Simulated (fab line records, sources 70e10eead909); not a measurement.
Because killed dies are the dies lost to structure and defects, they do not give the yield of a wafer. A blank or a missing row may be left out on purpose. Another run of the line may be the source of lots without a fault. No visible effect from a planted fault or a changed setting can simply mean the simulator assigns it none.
Comparing a struck lot with a sound one ; flow nandHarc ; 14 steps out of a route of 1302
Sound: these wafers, L756.2, L756.5, L756.6. Struck: wafer L747.1 (L747.4, L747.5, from the same lot, were not struck and are left out); the cause is given at the end.
For every step that has rows: the tool of each side, followed by ch and its chambers, followed by its first start. Under that, the readings that differ: sound wafers ; struck wafers ; difference of the means ; sigmas: that difference in standard deviations of wafers without a fault.
alike: same words and numbers on both sides, and readings whose means sit less than 2 such deviations apart. not compared: any withheld reading, any reading some wafer has no value for, any bound like >300 that may hide the same value, and any number with overlapping values for which the record gives no deviation.
The two part at a step that has a row with sigmas, a row that says differs or no value, or rows on one side only. Numbers that have no deviation but don't overlap get no sigmas and don't part them. Lack of a reading on every wafer of one side parts them only where that side has two or more wafers.

NHARC_A_BLC_PVD_32: deposits Ti, target thk 5 nm, time 17.7 s.
  sound on pvdSputter-02; struck on pvdSputter-03
  alike: throttleValvePct
NHARC_A_BLC_ALD_23: deposits TiN, target thk 3 nm, pulse time 1 s, ald cycles 150.
  sound on aldMetal-03 ch 1,2,3, day 29 01:06; struck on aldMetal-03 ch 0, day 25 06:49
reading;sound;struck;difference;sigmas
heaterPowerW (W);1213 1326 1087;912;-297;-2
  alike: heaterPowerOuterW, precursorPulseHeightRel
NHARC_A_BLC_CVD_24: deposits W, target thk 150 nm, time 434 s.
  sound: cvdW-01 ch 0,1; struck: cvdW-01 ch 0
  alike: chamberPressureTorr, heaterPowerOuterW, heaterPowerW, throttleValvePct
NHARC_A_BLC_CMP_25: polishes, t overpolish 30 s, target thk 150 nm.
  sound on cmp-01 ch 2,3, day 29 01:47; struck on cmp-01 ch 1, day 25 08:01
reading;sound;struck;difference;sigmas
timeToEndpointS (s);32 31 32;38;+6;+2
  alike: motorCurrentA, overpolishRunS, slurryFlowMlMin
next, for these wafers, 1 step has no rows: NHARC_A_BLC_SRD_27.
NHARC_A_BLC_INSPECT_28:
  sound on defectInspect-02 at day 29 02:11; struck on defectInspect-02 at day 25 08:25
  alike: rawDefectCount
then, 5 steps without rows for these wafers: NHARC_A_M0_DEP_00 (deposits SiOC, target thk 150 nm); NHARC_A_M0_DEHYDRATE_01 (time 120 s); NHARC_A_M0_HMDS_02 (time 30 s); NHARC_A_M0_COAT_33 (time 65 s); NHARC_A_M0_COAT_03 (resist thk 90 nm).
NHARC_A_M0_SOFTBAKE_04: time 55 s.
  sound on lithoTrack-06 ch 0, day 29 02:00; struck on lithoTrack-01 ch 0, day 25 09:00
reading;sound;struck;difference;sigmas
heaterPowerTotalW (W);188.36 188.33 188.25;323.16;+134.85;+99 or more
  alike: exhaustPa
next, for these wafers, 1 step has no rows: NHARC_A_M0_EBR_05.
NHARC_END_SORT_01:
  sound on prober-01 ch 0, day 30 18:52; struck on prober-01 ch 0, day 27 03:02
  alike: defectLimitedYield, killedAtArray, killedAtOther, killedAtPeriphery, killedDies, killedOpen, killedShort, sort_bin_2_pct, sort_bin_3_pct, sort_bin_4_pct, sortNPass, sortRimYieldPct, sortYieldPct

## WHERE THEY PART
Last at NHARC_A_M0_SOFTBAKE_04 as far as this record goes, first at NHARC_A_BLC_ALD_23. Later steps at which nothing parts them and some readings are alike: NHARC_END_SORT_01.

WHY: the cause the simulator had injected
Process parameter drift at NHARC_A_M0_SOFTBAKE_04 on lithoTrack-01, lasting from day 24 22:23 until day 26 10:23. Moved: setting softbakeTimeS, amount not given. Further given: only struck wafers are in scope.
